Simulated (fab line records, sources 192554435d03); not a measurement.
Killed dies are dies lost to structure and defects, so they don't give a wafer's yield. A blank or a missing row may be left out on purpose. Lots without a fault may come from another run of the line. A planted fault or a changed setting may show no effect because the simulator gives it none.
fab line records | flow n5_finfet
record lots=7 wafers=19 last_day=18
route steps=1938 shown TV_LITHO@1883 TV_OPEN@1887 PAD_METAL@1893 PASSIVATION@1936
lots that met no fault: from a run of the same line without faults
start_h: hours from the record's first day to the start of the lot's first wafer shown | wait_h: hours since the lot's step before | " the same as in the row above | L1.1+2: a row that stands for several wafers | - no value, or no start given | * or withheld: withheld | < > ~ a bound
route shown NAME@n: a module of which the file shows steps, and the number in the route of the first | usual: mean/standard deviation of fault-free wafers | same: alike in all rows | chamber/n: place in a boat | sites: the reading at each site | _std_site: their standard deviation | _edge_site: outer sites' mean less inner sites' | radius_mm: how far each site lies from the wafer's centre | mask NAME#n: copy n | behind: the tool/chamber that last shaped the wafer | hold: why the lot was held/for how many hours/how that ended | device: the transistor (n, p or np) that didn't switch | end of line: the same wafers' tests at the end of the route | a step without rows: its recipe alone | killed: dies lost to structure and defects at the first sort, not the wafer's yield | map: a wafer's dies, x killed, . not, _ none there
set.NAME: the setting as run; set.NAME@STEP: as run at that earlier step | model.NAME: the simulator's own value behind a step, which no gauge read
lots at some steps of the route; a table a step, a row a wafer
services: from which hour (start_h, from the record's first day; less than 0 if before it) a tool's chamber was out of use, for how many hours, and why
## steps
# step N5_PASSIVATION_CD_MEAS_10
# recipe target_cd_nm=3000 landing_energy_ev=500 detector=se_inlens
# usual cd_nm=3001.0/2.1
# columns lot.wafer tool chamber start_h wait_h cd_nm
L978.2 cd_sem-02 0 281.82 - 3000.1
L978.4 " 0 " " 3000.9
L978.6 " 0 " " 3000.3
L979.1 cd_sem-02 0 290.54 - 3002.4
L979.2 " 0 " " 3001.4
L979.4 " 0 " " 3001.6
L983.4 cd_sem-03 0 330.43 - 3004.0
L983.5 " 0 " " 3000.7
L985.1 cd_sem-01 0 341.38 - 3002.7
L985.2 " 0 " " 2999.1
L985.3 " 0 " " 3001.8
L987.3 cd_sem-02 0 342.82 - 3003.1
L987.5 " 0 " " 3000.4
L990.2 cd_sem-01 0 381.34 - 2998.7
L990.3 " 0 " " 3004.6
L990.6 " 0 " " 2999.1
L997.1 cd_sem-01 0 428.38 - 2999.6
L997.2 " 0 " " 3005.3
L997.6 " 0 " " 3003.4
# step N5_PASSIVATION_OVL_MEAS_60
# recipe points_per_wafer=44
# usual TV_OVL=-2/6
# columns lot.wafer tool chamber start_h wait_h TV_OVL[nm]
L978.2 overlay-01 0 281.85 0.0 2
L978.4 " 0 " " 0
L978.6 " 0 " " 10
L979.1 overlay-02 0 290.57 0.0 3
L979.2 " 0 " " 8
L979.4 " 0 " " 0
L983.4 overlay-01 0 330.46 0.0 -7
L983.5 " 0 " " 6
L985.1 overlay-01 0 341.41 0.0 -2
L985.2 " 0 " " -3
L985.3 " 0 " " -1
L987.3 overlay-01 0 342.84 0.0 -4
L987.5 " 0 " " -5
L990.2 overlay-01 0 381.37 0.0 4
L990.3 " 0 " " -6
L990.6 " 0 " " -2
L997.1 overlay-01 0 428.41 0.0 -8
L997.2 " 0 " " -11
L997.6 " 0 " " -11
# step N5_PASSIVATION_INSPECT_61
# recipe mode=adi inspect_instrument=macro
# usual raw_defect_count=2.2/1.4
# columns lot.wafer tool chamber start_h wait_h raw_defect_count
L978.2 defect_inspect-01 - 281.87 0.0 2
L978.4 " - " " 2
L978.6 " - " " 0
L979.1 defect_inspect-01 - 290.60 0.0 1
L979.2 " - " " 2
L979.4 " - " " 4
L983.4 defect_inspect-01 - 330.48 0.0 1
L983.5 " - " " 2
L985.1 defect_inspect-01 - 341.44 0.0 2
L985.2 " - " " 3
L985.3 " - " " 7
L987.3 defect_inspect-02 - 342.87 0.0 1
L987.5 " - " " 1
L990.2 defect_inspect-02 - 381.40 0.0 2
L990.3 " - " " 2
L990.6 " - " " 1
L997.1 defect_inspect-02 - 428.43 0.0 3
L997.2 " - " " 3
L997.6 " - " " 2
# step N5_PASSIVATION_DESCUM_12
# recipe chemistry=O2 time_s=7.9 source_power_w=50 bias_power_w=20 pressure_mtorr=20 rf_frequency_hz=2.712e+07 temp_c=40 o2_flow_sccm=225
# step N5_PASSIVATION_PASS_ETCH_74
# recipe chemistry=CF4/O2 target=SiNx target_depth_a=2200 time_s=110 ion_energy_ev=100 pressure_mtorr=40 source_w=535 bias_w=49 Ar_flow_sccm=100 cf4_flow_sccm=100 O2_flow_sccm=10
# usual drypump_motor_current_A=5.77/0.26 oes_product_au=0.78/0.079 rf_vpp_V=242/3.4 showerhead_plenum_p_Torr=2.22/0.069 throttle_valve_pct=15.96/0.24
# columns lot.wafer tool chamber start_h wait_h drypump_motor_current_A oes_product_au rf_hours_counter_h rf_vpp_V showerhead_plenum_p_Torr throttle_valve_pct
L978.2 rie_diel-03 3 285.58 0.0 5.46 0.77 153 242 2.12 16.15
L978.4 " 0 " " 5.60 0.86 75 245 2.24 15.91
L978.6 " 2 " " 5.72 0.83 - 243 2.33 15.77
L979.1 rie_diel-05 3 290.78 0.0 5.64 0.86 53 242 2.24 15.94
L979.2 " 1 " " 5.90 0.68 242 240 2.27 16.40
L979.4 " 0 " " 5.62 0.86 36 247 2.25 15.57
L983.4 rie_diel-03 3 331.05 0.0 5.45 0.75 167 241 2.12 16.17
L983.5 " 0 " " 5.60 0.85 - 244 2.24 15.94
L985.1 rie_diel-06 2 341.54 0.0 5.83 0.74 200 244 2.19 16.23
L985.2 " 0 " " 6.10 0.68 248 236 2.18 16.24
L985.3 " 3 " " 5.84 0.81 94 237 2.13 15.63
L987.3 rie_diel-05 3 343.20 0.0 5.62 0.85 67 241 2.23 15.97
L987.5 " 2 " " 6.06 0.66 - 234 2.09 16.42
L990.2 rie_diel-05 3 381.57 0.0 5.62 0.83 79 242 2.23 15.98
L990.3 " 2 " " 6.04 0.96 2 240 2.35 15.94
L990.6 " 0 " " 5.60 0.82 - 248 2.24 15.62
L997.1 rie_diel-03 0 428.53 0.0 5.62 0.80 117 245 2.23 15.99
L997.2 " 2 " " 5.70 0.79 129 243 2.31 15.84
L997.6 " 3 " " 5.42 0.74 - 242 2.11 16.20
# step N5_PASSIVATION_VIA_ETCH_13
# recipe chemistry=CHF3/O2 target=SiO2 target_depth_a=6600 CHF3_flow_sccm=50 O2_flow_sccm=5 Ar_flow_sccm=200 time_s=330 mask_material=PR pressure_mtorr=30 source_w=650 bias_w=170 ion_energy_ev=200 ends=cleared
# step N5_PASSIVATION_STRIP_14
# recipe chemistry=O2 power_w=600 temp_c=60 pressure_mtorr=30 rf_frequency_hz=6e+07 bias_power_w=0 overash_fraction=0.5 o2_flow_sccm=225
# step N5_PASSIVATION_ETCH_15
# recipe chemistry=CF4/N2 target=SiCN target_depth_a=750 taper_deg=2 time_s=81.2 ion_energy_ev=150 mask_material=SiNx pressure_mtorr=40 source_w=430 bias_w=70 Ar_flow_sccm=100 cf4_flow_sccm=60 n2_flow_sccm=60
# usual drypump_motor_current_A=5.77/0.26 oes_product_au=0.78/0.078 rf_vpp_V=382.5/1.8 showerhead_plenum_p_Torr=2.22/0.068 throttle_valve_pct=15.41/0.24
# columns lot.wafer tool chamber start_h wait_h drypump_motor_current_A oes_product_au rf_hours_counter_h rf_vpp_V showerhead_plenum_p_Torr throttle_valve_pct
L978.2 rie_diel-03 3 - - 5.45 0.77 153 380.4 2.13 15.62
L978.4 " 0 " " 5.61 0.87 75 383.0 2.24 15.34
L978.6 " 2 " " 5.73 0.84 - 384.4 2.33 15.19
L979.1 rie_diel-05 3 - - 5.62 0.88 53 382.2 2.23 15.37
L979.2 " 1 " " 5.90 0.68 242 383.2 2.27 15.85
L979.4 " 0 " " 5.62 0.87 36 382.6 2.25 15.01
L983.4 rie_diel-03 3 - - 5.45 0.74 167 379.1 2.12 15.63
L983.5 " 0 " " 5.60 0.83 - 381.9 2.24 15.36
L985.1 rie_diel-06 2 - - 5.86 0.72 201 383.4 2.19 15.67
L985.2 " 0 " " 6.10 0.68 248 382.3 2.18 15.71
L985.3 " 3 " " 5.85 0.81 94 380.3 2.13 15.08
L987.3 rie_diel-05 3 - - 5.60 0.84 67 383.2 2.23 15.38
L987.5 " 2 " " 6.07 0.66 - 379.9 2.09 15.88
L990.2 rie_diel-05 3 - - 5.63 0.82 79 382.2 2.23 15.42
L990.3 " 2 " " 6.05 0.95 3 385.2 2.36 15.40
L990.6 " 0 " " 5.66 0.82 - 382.4 2.24 15.06
L997.1 rie_diel-03 0 - - 5.65 0.81 117 381.9 2.23 15.42
L997.2 " 2 " " 5.70 0.80 129 385.5 2.31 15.29
L997.6 " 3 " " 5.46 0.73 - 380.2 2.11 15.69
# step N5_PASSIVATION_STRIP_73
# recipe chemistry=post_etch_residue_remover time_s=60 temp_c=25 remover_ph=withheld remover_water_wt_pct=withheld remover_fluoride_wt_pct=withheld
# step N5_PASSIVATION_SRD_17
# recipe time_s=30 temp_c=23 rinse_liquid=diw dry=n2_spin spin_rpm=1500 dry_time_s=30
# step N5_PASSIVATION_DEGAS_18
# recipe ambient=vacuum temp_c=300 time_s=60
# usual heater_power_w=458/40
# columns lot.wafer tool chamber start_h wait_h heater_power_w
L978.2 pvd_sputter-01 - 290.10 4.0 442
L978.4 " - " " 427
L978.6 " - " " 466
L979.1 pvd_sputter-03 - 291.29 0.0 493
L979.2 " - " " 430
L979.4 " - " " 572
L983.4 pvd_sputter-03 - 331.98 0.4 429
L983.5 " - " " 445
L985.1 pvd_sputter-03 - 343.11 1.1 423
L985.2 " - " " 551
L985.3 " - " " 505
L987.3 pvd_sputter-03 - 344.31 0.6 440
L987.5 " - " " 435
L990.2 pvd_sputter-01 - 382.66 0.6 434
L990.3 " - " " 499
L990.6 " - " " 474
L997.1 pvd_sputter-02 - 429.97 0.9 394
L997.2 " - " " 438
L997.6 " - " " 469
# step N5_PASSIVATION_PRE_CLEAN_19
# recipe gas=H2/He time_s=* temp_c=*
# usual heater_power_w=458/41
# columns lot.wafer tool chamber start_h wait_h heater_power_w
L978.2 pvd_sputter-01 - 290.14 0.0 437
L978.4 " - " " 420
L978.6 " - " " 485
L979.1 pvd_sputter-03 - 291.33 0.0 495
L979.2 " - " " 416
L979.4 " - " " 556
L983.4 pvd_sputter-03 - 332.02 0.0 425
L983.5 " - " " 432
L985.1 pvd_sputter-03 - 343.15 0.0 410
L985.2 " - " " 572
L985.3 " - " " 508
L987.3 pvd_sputter-03 - 344.35 0.0 439
L987.5 " - " " 452
L990.2 pvd_sputter-01 - 382.70 0.0 449
L990.3 " - " " 487
L990.6 " - " " 473
L997.1 pvd_sputter-02 - 430.01 0.0 397
L997.2 " - " " 439
L997.6 " - " " 467
# step N5_PASSIVATION_SPUTTER_20
# recipe material=TaN target_thk_a=500 temp_c=25 chamber_pressure_pa=0.4
# usual throttle_valve_pct=30.0/0.94
# columns lot.wafer tool chamber start_h wait_h throttle_valve_pct model.TaN_of_PASSIVATION_SPUTTER_20.thk_nm
L978.2 pvd_sputter-01 - 290.18 0.0 29.1 51
L978.4 " - " " 30.5 50.6
L978.6 " - " " 29.7 50.2
L979.1 pvd_sputter-03 - 291.37 0.0 29.7 49.8
L979.2 " - " " 30.2 51
L979.4 " - " " 29.5 51.2
L983.4 pvd_sputter-03 - 332.06 0.0 28.2 35.4
L983.5 " - " " 28.3 50
L985.1 pvd_sputter-03 - 343.19 0.0 30.0 49.6
L985.2 " - " " 29.2 50.8
L985.3 " - " " 29.7 35.2
L987.3 pvd_sputter-03 - 344.39 0.0 28.1 35.2
L987.5 " - " " 28.4 50.2
L990.2 pvd_sputter-01 - 382.74 0.0 29.0 50.2
L990.3 " - " " 31.0 50.6
L990.6 " - " " 30.1 50
L997.1 pvd_sputter-02 - 430.05 0.0 29.9 50
L997.2 " - " " 31.8 49.6
L997.6 " - " " 29.2 50.2
# step N5_PASSIVATION_AL_DEP_21
# recipe material=Al target_thk_a=28000 temp_c=400 time_s=170 power_w=30000 chamber_pressure_pa=0.4 gas=Ar
# usual throttle_valve_pct=30.0/0.97
# columns lot.wafer tool chamber start_h wait_h throttle_valve_pct
L978.2 pvd_sputter-01 - 290.28 0.1 28.7
L978.4 " - " " 30.6
L978.6 " - " " 29.8
L979.1 pvd_sputter-03 - 291.47 0.1 29.5
L979.2 " - " " 29.9
L979.4 " - " " 29.4
L983.4 pvd_sputter-03 - 332.16 0.1 28.1
L983.5 " - " " 28.3
L985.1 pvd_sputter-03 - 343.29 0.1 30.4
L985.2 " - " " 29.3
L985.3 " - " " 29.7
L987.3 pvd_sputter-03 - 344.49 0.1 28.5
L987.5 " - " " 28.2
L990.2 pvd_sputter-01 - 382.84 0.1 28.9
L990.3 " - " " 31.4
L990.6 " - " " 29.8
L997.1 pvd_sputter-02 - 430.15 0.1 30.2
L997.2 " - " " 31.7
L997.6 " - " " 29.3
# step N5_PASSIVATION_PROBE_49
# usual defect_limited_yield=91.5/1.5 killed_at_M0_to_M3=33/10 killed_at_M4_up=15/6.4 killed_at_contacts=12/5.4 killed_at_front_end=38/9.8 killed_at_other=4/3.1 killed_dies=101/18 killed_open=67/14 killed_short=33/7.9 sort_bin_5_function=5.0/1 sort_bin_6_memory=3.2/0.67 sort_n_pass=1079/18 sort_yield_pct=91.5/1.5
# same gross_dies=1180 killed_at_back_side=0 sort_bin_4_leakage[%]=0 sort_bin_8_speed[%]=0
# columns lot.wafer tool chamber start_h wait_h defect_limited_yield[%] killed_at_M0_to_M3 killed_at_M4_up killed_at_contacts killed_at_front_end killed_at_other killed_dies killed_open killed_short sort_bin_5_function[%] sort_bin_6_memory[%] sort_n_pass sort_yield_pct[%]
L978.2 prober-02 - 296.04 0.1 93.2 17 16 16 24 7 80 50 30 3.4 3.2 1100 93.2
L978.4 prober-02 - 296.14 0.2 92.3 26 7 10 45 3 91 52 37 4.3 3.1 1089 92.3
L978.6 prober-02 - 296.24 0.3 93.2 24 17 13 24 2 80 55 22 4.1 2.3 1100 93.2
L985.1 prober-02 - 348.89 0.0 90.1 45 16 8 46 2 117 62 53 5.7 3.9 1063 90.1
L985.2 prober-02 - 348.94 0.1 92.8 43 6 7 29 0 85 47 38 4.0 2.9 1095 92.8
L985.3 prober-02 - 348.99 0.1 91.9 30 11 20 33 2 96 64 32 4.1 3.6 1084 91.9
# killed by level:class
L978.2 MOL_CONTACT_COAG:geometric_particle:open=10 BEOL_M4:geometric_particle:open=9 FIN_SAQP:geometric_particle:open=8 BEOL_M0_SAQP:geometric_particle:short=8 MOL_CONTACT_COAG:geometric_particle:short=6 PAD_METAL:geometric_particle:short=4 FIN_SAQP:geometric_particle:short=3 STI_FIN_REVEAL:geometric_particle:open=3
L978.4 MOL_CONTACT_COAG:geometric_particle:open=9 BEOL_M0_SAQP:geometric_particle:short=8 FIN_SAQP:geometric_particle:short=7 FIN_SAQP:geometric_particle:open=6 ILD0:geometric_particle:open=6 ILD0:geometric_particle:short=6 BEOL_M0_SAQP:geometric_particle:open=6 BEOL_M2:geometric_particle:short=5
L978.6 MOL_CONTACT_COAG:geometric_particle:open=11 BEOL_M4:geometric_particle:open=11 BEOL_M0_SAQP:geometric_particle:short=8 FIN_SAQP:geometric_particle:open=7 BEOL_M0_SAQP:geometric_particle:open=7 BEOL_M1:geometric_particle:open=4 FIN_SAQP:geometric_particle:short=3 BEOL_M5:geometric_particle:open=3
L985.1 BEOL_M0_SAQP:geometric_particle:open=15 FIN_SAQP:geometric_particle:short=14 BEOL_M0_SAQP:geometric_particle:short=14 FIN_SAQP:geometric_particle:open=11 BEOL_M4:geometric_particle:open=7 BEOL_M2:geometric_particle:open=6 MOL_CONTACT_COAG:geometric_particle:short=5 STI_FIN_REVEAL:geometric_particle:open=3
L985.2 BEOL_M0_SAQP:geometric_particle:open=15 FIN_SAQP:geometric_particle:short=12 BEOL_M0_SAQP:geometric_particle:short=11 GATE_CUT:geometric_particle:short=6 BEOL_M3:geometric_particle:open=6 BEOL_M2:geometric_particle:open=6 MOL_CONTACT_COAG:geometric_particle:open=5 STI_FIN_REVEAL:geometric_particle:open=4
L985.3 MOL_CONTACT_COAG:geometric_particle:open=15 FIN_SAQP:geometric_particle:open=11 BEOL_M2:geometric_particle:open=8 BEOL_M0_SAQP:geometric_particle:short=7 STARTING-WAFER:geometric_particle:short=6 MOL_CONTACT_COAG:geometric_particle:short=5 BEOL_M3:geometric_particle:open=5 FIN_SAQP:geometric_particle:short=4
## services
# columns tool chamber start_h hours kind
rie_diel-03 1 264.32 8.9 repair
rie_diel-05 - 264.84 14.6 pm
pvd_sputter-01 - 272.12 7.8 repair
rie_diel-06 3 291.33 1.9 repair
rie_diel-05 1 312.03 4.2 repair
rie_diel-05 1 326.87 - clean
rie_diel-05 1 326.87 - consumable_replace:focus_ring
rie_diel-05 1 326.87 16.5 scheduled_down
rie_diel-05 1 326.87 16.5 vent_cycle
rie_diel-05 - 329.63 7.5 repair
pvd_sputter-01 - 353.12 1.8 repair
rie_diel-05 2 353.78 - clean
rie_diel-05 2 353.78 - consumable_replace:focus_ring
rie_diel-05 2 353.78 - consumable_replace:showerhead
rie_diel-05 2 353.78 19.7 scheduled_down
rie_diel-05 2 353.78 19.7 vent_cycle
rie_diel-05 3 365.69 3.9 repair
rie_diel-06 0 369.06 18.3 repair
rie_diel-06 0 387.43 - clean
rie_diel-06 0 387.43 - consumable_replace:focus_ring
rie_diel-06 0 387.43 22.2 scheduled_down
rie_diel-06 0 387.43 22.2 vent_cycle
pvd_sputter-03 - 400.63 1.9 repair
rie_diel-06 0 414.97 6.0 repair
## key
first_sign none at tools or gauges
model_effect step=N5_PASSIVATION_SPUTTER_20 value=TaN_of_PASSIVATION_SPUTTER_20.thk_nm without=50.13 struck=35.27
met_at N5_PASSIVATION_SPUTTER_20
struck_wafers L983.4,L985.3,L987.3
onset_between 291.37 332.06
fault kind=process_parameter_drift tool=pvd_sputter-03 chamber=- onset_h=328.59 steps=N5_PASSIVATION_SPUTTER_20 channel=target_thk_a offset=* shape=step end_h=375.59 scope=struck_wafers_only acts_in=* stated=*
